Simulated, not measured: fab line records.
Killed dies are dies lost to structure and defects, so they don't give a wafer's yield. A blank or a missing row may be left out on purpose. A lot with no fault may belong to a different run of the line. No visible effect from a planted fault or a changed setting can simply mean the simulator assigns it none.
The tool behind it: which one? / flow nand harc / 6 lots, 18 wafers sampled, at 5 steps of a route of 1302

== WHAT EACH GAUGE READ, for each wafer ==
NHARC_A_BONDPAD_INSPECT_23.
lot=L678; measured=day 24 07:49; on=defect inspect-02; raw defect count=777 659 714
lot=L679; measured=day 26 00:19; on=defect inspect-01; raw defect count=435 453 571
lot=L682; measured=day 26 09:43; on=defect inspect-01; raw defect count=536 1027 578
lot=L683; measured=day 28 00:16; on=defect inspect-01; raw defect count=783 519 491
lot=L696; measured=day 32 03:47; on=defect inspect-02; raw defect count=436 513 402
lot=L697; measured=day 32 08:58; on=defect inspect-01; raw defect count=675 835 1218

== EACH LOT AND THE TOOL THAT RAN IT (in order: tool; ch and the chambers of the sampled wafers; start) ==
lot=L678; NHARC_A_BONDPAD_CMP_29=cmp-01 ch 1,2,3, day 24 04:21; NHARC_A_BONDPAD_PVD_27=pvd sputter-01, day 24 06:58 or earlier; NHARC_A_BONDPAD_ANNEAL_28=rtp anneal-01 ch 0, day 24 06:58; NHARC_A_BONDPAD_CMP_19=cmp-04 ch 0,3, day 24 07:17
lot=L679; NHARC_A_BONDPAD_CMP_29=cmp-04 ch 0,3, day 25 20:48; NHARC_A_BONDPAD_PVD_27=pvd sputter-01, day 25 23:31 or earlier; NHARC_A_BONDPAD_ANNEAL_28=rtp anneal-01 ch 0, day 25 23:31; NHARC_A_BONDPAD_CMP_19=cmp-04 ch 1,2,3, day 25 23:49
lot=L682; NHARC_A_BONDPAD_CMP_29=cmp-04 ch 0,2, day 26 06:11; NHARC_A_BONDPAD_PVD_27=pvd sputter-01, day 26 08:45 or earlier; NHARC_A_BONDPAD_ANNEAL_28=rtp anneal-01 ch 0, day 26 08:45; NHARC_A_BONDPAD_CMP_19=cmp-01 ch 0,2,3, day 26 09:11
lot=L683; NHARC_A_BONDPAD_CMP_29=cmp-01 ch 1,2,3, day 27 20:38; NHARC_A_BONDPAD_PVD_27=pvd sputter-01, day 27 23:23 or earlier; NHARC_A_BONDPAD_ANNEAL_28=rtp anneal-01 ch 0, day 27 23:23; NHARC_A_BONDPAD_CMP_19=cmp-01 ch 0,1, day 27 23:44
lot=L696; NHARC_A_BONDPAD_CMP_29=cmp-03 ch 1,3, day 32 00:09; NHARC_A_BONDPAD_PVD_27=pvd sputter-01, day 32 02:58 or earlier; NHARC_A_BONDPAD_ANNEAL_28=rtp anneal-01 ch 0, day 32 02:58; NHARC_A_BONDPAD_CMP_19=cmp-04 ch 0,1,2, day 32 03:17
lot=L697; NHARC_A_BONDPAD_CMP_29=cmp-04 ch 0,1, day 32 05:21; NHARC_A_BONDPAD_PVD_27=pvd sputter-01, day 32 08:08 or earlier; NHARC_A_BONDPAD_ANNEAL_28=rtp anneal-01 ch 0, day 32 08:08; NHARC_A_BONDPAD_CMP_19=cmp-01 ch 0,2, day 32 08:26
- NHARC_A_BONDPAD_CMP_29: polishes SiCN, target thk 200 nm.
- NHARC_A_BONDPAD_PVD_27: deposits Cu, target thk 30 nm, time 20.49 s.
- NHARC_A_BONDPAD_ANNEAL_28: time 90 s.
- NHARC_A_BONDPAD_CMP_19: polishes, t overpolish 30 s, cu recess touch 16 s, target thk 169.82 nm.

== THE ANSWER, worked out from the rows above alone ==
Rule: usual is defined by the lots themselves. Put in order of their means at a reading, lots are off if they are a third of the lots or fewer, leave a main group of 4 or more, and stand apart from it by a gap of 3 or more times the standard deviation of the main group's means; of several such gaps the widest counts. A main group is skipped when, at the precision printed for the reading in the tables above, its means are all equal. Also off: a lot with no number at a reading for which 4 or more lots have one. All remaining lots with rows at the step are treated as sound.
No lot is off at any reading shown: from this, nothing can be told.

== WHAT THE SIMULATOR PUT IN ==
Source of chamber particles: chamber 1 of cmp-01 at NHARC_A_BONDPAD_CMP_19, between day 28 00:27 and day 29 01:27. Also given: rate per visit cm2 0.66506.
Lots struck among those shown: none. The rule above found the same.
